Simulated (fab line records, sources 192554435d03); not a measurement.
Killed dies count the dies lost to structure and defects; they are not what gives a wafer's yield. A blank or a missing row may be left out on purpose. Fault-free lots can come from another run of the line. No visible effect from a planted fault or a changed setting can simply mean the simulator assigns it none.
One fault seen from 2 desks / flow n5-finfet / numbers are kept per desk, each desk with only its own; the story behind them comes last

TOOL OWNER'S DESK, litho-track-04
The tool's own readings at N5_BEOL_M12_PEB_08 (peb time 90 s): means of the sampled wafers that have a number, for each lot that ran on this tool. Any lot whose mean is over 4 standard deviations away from the usual mean is out of limits and marked OUT; that distance is given in the brackets.
Columns: A = heater-power-total-W at N5_BEOL_M12_PEB_08, usual 172.4 W; B = plate-temp-C at N5_BEOL_M12_PEB_08, usual 129.98 C
lot=L333; first seen here=day 11 11:08; A=173.2; B=129.95
lot=L335; first seen here=day 12 06:37; A=172.5; B=129.97
lot=L337; first seen here=day 12 15:18; A=171.8; B=130.01
lot=L336; first seen here=day 12 19:54; A=172.1; B=129.92
lot=L343; first seen here=day 14 08:20; A=172.3; B=129.98
lot=L348; first seen here=day 15 17:48; A=176.2 (+4.9) OUT; B=132.26 (+18) OUT
lot=L350; first seen here=day 16 08:05; A=175.9 (+4.4) OUT; B=132.10 (+16) OUT
This desk finds L348, L350 out of limits, L348 being first, at day 15 17:48 (heater-power-total-W at N5_BEOL_M12_PEB_08). Within limits: L333, L335, L337, L336, L343.

THE METROLOGY DESK
What the gauges read, lot by lot, whatever tool the lot ran on: means of the sampled wafers that have a number. Any lot whose mean is over 4 standard deviations away from the usual mean is out of limits and marked OUT; that distance is given in the brackets.
Columns: A = cd-nm at N5_BEOL_M12_CD_MEAS_10, usual 140.5 nm; B = V11_OVL at N5_BEOL_M12_OVL_MEAS_11, usual -4 nm
lot=L331; first seen here=day 11 07:24; A=139.0; B=-6
lot=L333; first seen here=day 11 11:14; A=140.0; B=4
lot=L334; first seen here=day 11 21:53; A=142.1; B=-6
lot=L335; first seen here=day 12 06:44; A=140.0; B=-7
lot=L337; first seen here=day 12 15:25; A=139.9; B=-3
lot=L336; first seen here=day 12 20:01; A=140.4; B=-1
lot=L339; first seen here=day 13 11:59; A=139.7; B=-4
lot=L343; first seen here=day 14 08:27; A=140.2; B=5
lot=L344; first seen here=day 15 12:37; A=139.9; B=-13
lot=L348; first seen here=day 15 17:55; A=147.9 (+5.0) OUT; B=-4
lot=L350; first seen here=day 16 08:11; A=145.7; B=-7
lot=L353; first seen here=day 17 20:47; A=137.5; B=-4
This desk finds L348 out of limits, L348 being first, at day 15 17:55 (cd-nm at N5_BEOL_M12_CD_MEAS_10). Within limits: L331, L333, L334, L335, L337, L336, L339, L343, L344, L350, L353.

PUT TOGETHER
An alarm could have come from the tool owner's desk at day 15 17:48, on L348, L350.
An alarm was possible from the metrology desk at day 15 17:55, on L348.
The metrology desk has L350 on record, within its limits.
Every lot named ran N5_BEOL_M12_PEB_08 on litho-track-04.

WHAT THE SIMULATOR HAD PUT IN
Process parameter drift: litho-track-04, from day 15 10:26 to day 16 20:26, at N5_BEOL_M12_PEB_08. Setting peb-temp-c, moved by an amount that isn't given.
Struck lots among those shown: L348, L350.
Time in hours from fault onset to the first out-of-limits reading at each desk: tool owner's desk 7, metrology desk 7.
